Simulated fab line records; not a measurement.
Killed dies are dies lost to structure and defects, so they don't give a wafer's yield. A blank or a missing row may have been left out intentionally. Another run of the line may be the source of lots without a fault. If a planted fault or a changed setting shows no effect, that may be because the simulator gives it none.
Split-lot study | flow n5Finfet | route with 1938 steps; 7 lots, 21 wafers read

## ON THE SPLIT
At N5_BEOL_M10_COAT_60 (time 60 s, resist thk 30 nm), the setting spinRpm was moved away from the recipe's 1500 rpm on 5 of the 21 wafers read, by -7.0% to +8.9%. This setting was run at the recipe's value on the other wafers.

The split's own step is where the reading is taken.

## THE READING
SiARC_of_BEOL_M10_COAT_60.thkNm (the simulator's own value, which no gauge read), in nm, at N5_BEOL_M10_COAT_60 (time 60 s, resist thk 30 nm). The file does not state a usual value for it. Average 29.9 nm, standard deviation 0.087 nm, over the 16 wafers here run with the recipe.

wafer  | tool, chamber at the split | spinRpm as run, rpm | against the recipe | SiARC_of_BEOL_M10_COAT_60.thkNm, nm | against lot-mates on the recipe
L075.2 | lithoTrack-05, 0           | 1500                | recipe             | 30                                  | -
L075.5 | lithoTrack-05, 0           | 1500                | recipe             | 30                                  | -
L075.6 | lithoTrack-05, 0           | 1500                | recipe             | 30                                  | -
L081.2 | lithoTrack-02, 0           | 1500                | recipe             | 30                                  | -
L081.3 | lithoTrack-02, 0           | 1500                | recipe             | 29.8                                | -
L081.6 | lithoTrack-02, 0           | 1419                | -5.4%              | 30.8                                | +0.9
L083.1 | lithoTrack-02, 0           | 1395                | -7.0%              | 31.2                                | +1.2
L083.4 | lithoTrack-02, 0           | 1500                | recipe             | 30                                  | -
L083.5 | lithoTrack-02, 0           | 1395                | -7.0%              | 31                                  | +1.0
L085.2 | lithoTrack-01, 0           | 1500                | recipe             | 30                                  | -
L085.5 | lithoTrack-01, 0           | 1500                | recipe             | 30                                  | -
L085.6 | lithoTrack-01, 0           | 1500                | recipe             | 30                                  | -
L087.3 | lithoTrack-02, 0           | 1588                | +5.9%              | 29                                  | -1.0
L087.5 | lithoTrack-02, 0           | 1500                | recipe             | 30                                  | -
L087.6 | lithoTrack-02, 0           | 1500                | recipe             | 30                                  | -
L094.3 | lithoTrack-01, 0           | 1500                | recipe             | 29.8                                | -
L094.5 | lithoTrack-01, 0           | 1500                | recipe             | 29.8                                | -
L094.6 | lithoTrack-01, 0           | 1500                | recipe             | 29.8                                | -
L095.1 | lithoTrack-05, 0           | 1500                | recipe             | 30                                  | -
L095.4 | lithoTrack-05, 0           | 1500                | recipe             | 30                                  | -
L095.5 | lithoTrack-05, 0           | 1634                | +8.9%              | 28.8                                | -1.2

FIT RESULTS
A straight line over all 21 wafers: SiARC_of_BEOL_M10_COAT_60.thkNm changes by -0.151 nm for each +1% of spinRpm; r = -0.98; the points scatter about the line by 0.1 nm.
The same after taking each lot's own level away (the mean of its wafers on the recipe; 21 wafers): -0.152 nm for each +1%; r = -0.99; scatter 0.066 nm.
On that fit, the largest move of spinRpm shifts the reading by 1.4 nm.
Across the lots, their own levels run from 29.80 to 30.00 nm, a range of 2.3 times the standard deviation given above.
The two slopes are in agreement: the lot-to-lot level therefore moves the slope only a little.
Check: with one of the wafers moved furthest among these (+8.9%) left out of the fit, the line predicts -1.45 nm for it against its lot-mates. It came out at -1.2 nm against them.

## OTHER SPLITS ON THESE WAFERS
Before the reading, these wafers also passed through other splits. Each is held against what the fit with the lots' levels taken away leaves over:
other split on the same wafers    | wafers away from the commonest value | r with SiARC_of_BEOL_M10_COAT_60.thkNm (lot level and that fit taken away)
N5_BEOL_M6_ILD_DEP_00 timeS       | 6                                    | -0.09
N5_BEOL_M6_TRENCH_ETCH_37 sourceW | 6                                    | +0.29
N5_BEOL_M8_PECVD_70 tempC         | 9                                    | -0.12
N5_BEOL_M8_VIA_ETCH_34 sourceW    | 7                                    | -0.38
N5_BEOL_M8_TRENCH_ETCH_37 timeS   | 6                                    | -0.06
N5_BEOL_M9_ETCH_66 timeS          | 8                                    | -0.13
N5_BEOL_M9_TRENCH_ETCH_37 biasW   | 7                                    | -0.41

## THE FILE'S OWN FIT
SiARC_of_BEOL_M10_COAT_60.thkNm changes by -0.152 nm for each +1% of spinRpm, r = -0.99.
